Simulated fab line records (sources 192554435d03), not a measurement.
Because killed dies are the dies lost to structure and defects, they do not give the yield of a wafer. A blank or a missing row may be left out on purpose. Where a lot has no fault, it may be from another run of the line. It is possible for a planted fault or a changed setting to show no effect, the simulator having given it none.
fab line records    flow n5-finfet
[record] lots = 12  wafers = 36  last-day = 18
route steps=1938 shown SD_EPI_P@311 SD_ACTIVATION@331 SDB@347 PASSIVATION@1936
lots that met no fault: from a run of the same line without faults
start-h: start of the lot's first displayed wafer, in hours after the record's first day    wait-h: hours elapsed since this lot's preceding step    " unchanged from the row above    L1.1+2: a single row standing in for several wafers    - either no value or no given start    * or withheld: withheld    < > ~ a bound
route shown NAME@n: NAME is a module with steps in the file, n the number in the route of the first one    usual: mean/standard deviation taken from wafers without a fault    same: alike in all rows    chamber/n: place in a boat    sites: each site's reading    _std_site: standard deviation across them    _edge_site: outer sites' mean less inner sites'    radius-mm: for every site, how far away it sits from the centre of the wafer    mask NAME#n: copy n    behind: the last tool/chamber to shape the wafer    hold: reason for holding the lot/hours on hold/outcome of the hold    device: the transistor (n, p or np) that didn't switch    end of line: tests of these same wafers at the route's end    a step given without rows: its recipe and nothing more    killed: dies lost to structure and defects at the first sort, not the wafer's yield    map: a wafer's dies, marking killed ones x, the rest . and places with no die _
set.NAME: the setting the step ran with; set.NAME@STEP: the setting that earlier step ran with    model.NAME: the simulator's own value behind a step, which no gauge read
the route's steps for a sample of lots (tables are steps, rows are wafers)
services: when a tool's chamber went out of use (start-h, in hours from the record's first day, below 0 if earlier), for how many hours, and the reason
[[steps]]
[step N5_SD_EPI_P_ETCH_47]
[recipe] chemistry = CH3F/O2  target = SiOCN  target-depth-a = 250  mask-material = SOC  ion-energy-ev = 60  bias-w = 29  pressure-mtorr = 30  source-w = 410  Ar_flow_sccm = 150  CH3F_flow_sccm = 30  O2_flow_sccm = 20
[usual] drypump-motor-current-A = 5.9/0.44  oes-product-au = 0.76/0.059  rf-vpp-V = 127/3.9  showerhead-plenum-p-Torr = 2.00/0.081  throttle-valve-pct = 16.42/0.29
lot.wafer  tool         chamber  start-h  wait-h  drypump-motor-current-A  oes-product-au  rf-hours-counter-h  rf-vpp-V  showerhead-plenum-p-Torr  throttle-valve-pct
L395.1     rie-diel-06  1        71.23    0.1     6.5                      0.96            2                   128       2.14                      16.19
L395.4     "            2        "        "       5.6                      0.73            211                 126       1.98                      16.84
L395.6     "            1        "        "       6.5                      0.97            -                   128       2.14                      16.18
L396.2     rie-diel-01  1        77.25    0.1     5.5                      0.71            219                 126       2.07                      16.75
L396.3     "            0        "        "       5.5                      0.72            192                 125       2.00                      16.61
L396.4     "            3        "        "       5.4                      0.81            106                 126       2.02                      16.57
L397.3     rie-diel-03  1        78.03    0.1     6.8                      0.71            171                 126       1.92                      16.65
L397.4     "            2        "        "       6.2                      0.70            169                 136       2.07                      16.45
L397.6     "            0        "        "       5.7                      0.78            -                   129       2.09                      16.60
L398.1     rie-diel-01  3        83.85    0.1     5.4                      0.80            109                 127       2.01                      16.58
L398.4     "            0        "        "       5.5                      0.71            195                 124       2.00                      16.62
L398.6     "            2        "        "       5.4                      0.75            -                   129       2.09                      16.39
L399.1     rie-diel-01  0        90.27    0.1     5.5                      0.70            197                 124       2.00                      16.61
L399.2     "            1        "        "       5.5                      0.72            223                 126       2.06                      16.76
L399.3     "            3        "        "       5.4                      0.80            110                 127       2.01                      16.59
L400.2     rie-diel-06  0        100.52   0.1     6.5                      0.76            161                 124       1.92                      16.06
L400.4     "            1        "        "       6.5                      0.93            12                  128       2.14                      16.19
L400.6     "            1        "        "       6.5                      0.93            -                   129       2.14                      16.21
L401.2     rie-diel-03  2        106.40   0.1     6.2                      0.70            178                 136       2.07                      16.45
L401.3     "            1        "        "       6.8                      0.71            180                 126       1.92                      16.67
L401.6     "            2        "        "       6.2                      0.70            -                   135       2.07                      16.48
L402.1     rie-diel-03  1        112.71   0.1     6.8                      0.70            181                 123       1.92                      16.65
L402.3     "            3        "        "       5.8                      0.81            89                  126       1.96                      16.07
L402.6     "            0        "        "       5.8                      0.77            -                   129       2.09                      16.63
L407.1     rie-diel-03  2        139.43   0.1     6.2                      0.69            187                 136       2.06                      16.47
L407.2     "            0        "        "       5.7                      0.77            140                 131       2.08                      16.62
L407.3     "            1        "        "       6.8                      0.69            189                 125       1.91                      16.68
L410.3     rie-diel-03  2        154.52   0.1     6.2                      0.69            189                 136       2.06                      16.48
L410.4     "            0        "        "       5.8                      0.76            -                   131       2.08                      16.64
L410.6     "            2        "        "       6.2                      0.68            -                   136       2.06                      16.49
L412.1     rie-diel-06  1        168.29   0.1     6.5                      0.89            31                  128       2.13                      16.23
L412.4     "            0        "        "       6.5                      0.75            181                 124       1.91                      16.10
L412.6     "            0        "        "       6.5                      0.75            -                   123       1.91                      16.10
L415.2     rie-diel-06  2        190.30   0.1     5.6                      0.69            247                 130       1.97                      16.93
L415.3     "            0        "        "       6.5                      0.75            186                 123       1.91                      16.11
L415.5     "            3        "        "       5.9                      0.77            -                   122       1.85                      16.08
[step N5_SD_ACTIVATION_LSA_01]
[recipe] temp-c = 1080  time-s = 0.0008  ambient = N2
[usual] wafer_temp_C_max = 1086.4/2.9
lot.wafer  tool             chamber  start-h  wait-h  wafer_temp_C_max
L395.1     laser-anneal-02  0        74.66    0.2     1084.2
L395.4     "                0        "        "       1083.4
L395.6     "                0        "        "       1083.3
L396.2     laser-anneal-01  0        80.72    0.2     1090.5
L396.3     "                0        "        "       1089.7
L396.4     "                0        "        "       1087.1
L397.3     laser-anneal-02  0        81.66    0.2     1083.5
L397.4     "                0        "        "       1084.6
L397.6     "                0        "        "       1085.5
L398.1     laser-anneal-01  0        87.32    0.2     1090.5
L398.4     "                0        "        "       1090.6
L398.6     "                0        "        "       1091.4
L399.1     laser-anneal-02  0        93.73    0.2     1083.3
L399.2     "                0        "        "       1084.5
L399.3     "                0        "        "       1084.2
L400.2     laser-anneal-01  0        104.08   0.2     1089.7
L400.4     "                0        "        "       1088.3
L400.6     "                0        "        "       1090.1
L401.2     laser-anneal-02  0        109.87   0.2     1082.4
L401.3     "                0        "        "       1084.4
L401.6     "                0        "        "       1083.6
L402.1     laser-anneal-01  0        116.16   0.2     1088.6
L402.3     "                0        "        "       1090.0
L402.6     "                0        "        "       1088.0
L407.1     laser-anneal-02  0        144.67   0.2     1086.4
L407.2     "                0        "        "       1084.9
L407.3     "                0        "        "       1083.3
L410.3     laser-anneal-01  0        158.86   0.2     1159.5
L410.4     "                0        "        "       1160.1
L410.6     "                0        "        "       1162.9
L412.1     laser-anneal-01  0        171.75   0.2     1157.7
L412.4     "                0        "        "       1158.2
L412.6     "                0        "        "       1160.2
L415.2     laser-anneal-02  0        195.98   0.2     1085.4
L415.3     "                0        "        "       1083.8
L415.5     "                0        "        "       1084.9
[step N5_SDB_HM_DEP_00]
[recipe] material = SiNx  target-thk-a = 400  temp-c = 400  precursor = SiH4/NH3/N2  pressure-torr = 1.5  rf-w = 300  time-s = 35.3
[usual] heater-power-outer-w = 473/61  heater-power-w = 796/87  showerhead-plenum-p-Torr = 5.17/0.059  throttle-valve-pct = 40.0/2
lot.wafer  tool      chamber  start-h  wait-h  heater-power-outer-w  heater-power-w  showerhead-plenum-p-Torr  since-wet-clean-h  throttle-valve-pct
L395.1     pecvd-03  2        82.47    0.0     555                   912             5.20                      2055               37.9
L395.4     "         1        "        "       464                   751             5.08                      -                  39.2
L395.6     "         0        "        "       420                   721             5.25                      -                  39.8
L396.2     pecvd-04  0        89.53    0.0     417                   732             5.22                      1156               43.5
L396.3     "         2        "        "       452                   804             5.19                      402                39.7
L396.4     "         0        "        "       435                   727             5.23                      -                  43.7
L397.3     pecvd-03  1        89.75    0.0     456                   745             5.09                      1337               39.2
L397.4     "         1        "        "       449                   762             5.08                      -                  39.1
L397.6     "         2        "        "       551                   907             5.20                      -                  37.7
L398.1     pecvd-02  1        96.36    0.0     381                   620             5.21                      1525               37.7
L398.4     "         1        "        "       386                   610             5.21                      -                  37.9
L398.6     "         2        "        "       534                   915             5.14                      -                  35.9
L399.1     pecvd-03  1        100.80   0.0     462                   757             5.10                      1348               39.0
L399.2     "         2        "        "       528                   867             5.22                      2073               37.7
L399.3     "         0        "        "       393                   669             5.25                      623                39.9
L400.2     pecvd-04  2        110.93   0.0     428                   754             5.19                      423                39.8
L400.4     "         0        "        "       430                   736             5.22                      -                  43.7
L400.6     "         1        "        "       526                   891             5.08                      -                  41.9
L401.2     pecvd-03  1        116.81   0.0     432                   711             5.12                      1364               39.3
L401.3     "         2        "        "       512                   862             5.21                      2089               37.7
L401.6     "         2        "        "       513                   878             5.21                      -                  38.1
L402.1     pecvd-03  1        123.08   0.0     469                   778             5.10                      1371               39.3
L402.3     "         2        "        "       493                   848             5.21                      2096               37.8
L402.6     "         0        "        "       387                   662             5.23                      -                  39.9
L407.1     pecvd-02  0        151.51   0.0     459                   831             5.14                      284                38.3
L407.2     "         1        "        "       376                   593             5.20                      1580               38.0
L407.3     "         2        "        "       500                   863             5.15                      101                36.0
L410.3     pecvd-03  0        165.65   0.0     486                   779             5.25                      688                40.4
L410.4     "         0        "        "       474                   813             5.25                      -                  40.6
L410.6     "         1        "        "       373                   630             5.09                      -                  38.9
L412.1     pecvd-03  1        180.71   0.0     472                   771             5.09                      1428               39.1
L412.4     "         1        "        "       466                   768             5.09                      -                  39.1
L412.6     "         2        "        "       450                   792             5.23                      -                  37.9
L415.2     pecvd-04  1        203.19   0.0     610                   974             5.10                      1995               41.7
L415.3     "         0        "        "       522                   865             5.22                      1270               43.5
L415.5     "         0        "        "       517                   839             5.21                      -                  44.0
[step N5_PASSIVATION_PROBE_49]
[usual] killed_at_M0_to_M3 = 34/11  killed_at_M4_up = 13/5.2  killed-at-contacts = 13/6.3  killed-at-front-end = 40/14  killed-at-other = 3.2/2.4  killed-dies = 104/19  killed-open = 69/14  killed-short = 32/7.5
[same] gross-dies = 1180  killed-at-back-side = 0
lot.wafer  tool       chamber  start-h  wait-h  killed_at_M0_to_M3  killed_at_M4_up  killed-at-contacts  killed-at-front-end  killed-at-other  killed-dies  killed-open  killed-short
L398.1     prober-02  -        292.63   0.0     38                  7                9                   49                   8                111          74           36
L398.4     prober-02  -        292.78   0.2     30                  9                6                   56                   2                103          75           28
L398.6     prober-02  -        292.88   0.3     29                  20               2                   47                   1                99           69           23
// killed by level:class
L398.1 FIN_SAQP:geometric-particle:open=17 BEOL_M1:geometric-particle:open=9 BEOL_M3:geometric-particle:open=8 FIN_SAQP:geometric-particle:short=7 MOL_CONTACT_COAG:geometric-particle:open=6 STI_FIN_REVEAL:geometric-particle:open=5 BEOL_M0_SAQP:geometric-particle:short=5 BEOL_M0:geometric-particle:open=5
L398.4 FIN_SAQP:geometric-particle:open=13 FIN_SAQP:geometric-particle:short=10 STI_FIN_REVEAL:geometric-particle:open=9 BEOL_M1:geometric-particle:open=9 BEOL_M3:geometric-particle:open=7 BEOL_M0_SAQP:geometric-particle:open=7 MOL_CONTACT_COAG:geometric-particle:open=4 BEOL_M5:geometric-particle:open=4
L398.6 STI_FIN_REVEAL:geometric-particle:open=12 BEOL_M3:geometric-particle:open=10 FIN_SAQP:geometric-particle:open=9 FIN_SAQP:geometric-particle:short=7 STARTING-WAFER:geometric-particle:open=7 BEOL_M1:geometric-particle:open=6 BEOL_M2:geometric-particle:open=5 DUMMY_GATE:geometric-particle:open=3
[[services]]
tool             chamber  start-h  hours  kind
pecvd-02         -        47.54    1.7    repair
pecvd-04         -        51.99    1.1    repair
laser-anneal-02  -        52.10    5.9    repair
rie-diel-01      0        90.51    8.2    repair
rie-diel-06      0        92.45    4.8    repair
pecvd-04         0        105.24   3.2    repair
rie-diel-01      0        116.14   1.5    repair
rie-diel-01      2        127.11   6.6    repair
laser-anneal-02  -        138.18   4.0    pm
rie-diel-03      2        140.26   5.8    repair
laser-anneal-01  -        142.20   1.6    pm
pecvd-03         0        147.79   2.1    scheduled-down
pecvd-03         2        149.92   5.5    scheduled-down
rie-diel-06      1        154.34   5.2    repair
pecvd-03         2        158.56   2.1    scheduled-down
pecvd-03         -        161.84   1.6    repair
rie-diel-06      2        198.77   -      clean
rie-diel-06      2        198.77   -      consumable-replace:focus-ring
rie-diel-06      2        198.77   24.8   scheduled-down
rie-diel-06      -        199.41   3.9    repair
pecvd-03         2        202.38   -      clean
pecvd-03         2        202.38   -      consumable-replace:showerhead
pecvd-03         2        202.38   29.0   scheduled-down
pecvd-03         2        202.38   29.0   vent-cycle
[[key]]
[first-sign] step = N5_SD_ACTIVATION_LSA_01  reading = wafer_temp_C_max  direction = up  sigmas = 25  usual = *  struck = *
effect none on later readings
met-at N5_SD_ACTIVATION_LSA_01
struck-lots L410,L412
tester-left-out L410,L412
not-acting-at N5_SD_EPI_P_ETCH_47,N5_SDB_HM_DEP_00
onset-between 116.16 158.86
[fault] kind = process-parameter-drift  tool = laser-anneal-01  chamber = -  onset-h = 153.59  steps = N5_SD_ACTIVATION_LSA_01  channel = temp-c  offset = *  shape = step  end-h = 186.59  stated = *
// tester-left-out: of these lots the tester's yield and bins aren't shown, on N5 and GAA mostly nor the transistor test; their killed dies are dies lost to structure and defects alone, not to doping, threshold or leakage, so they don't give the yield
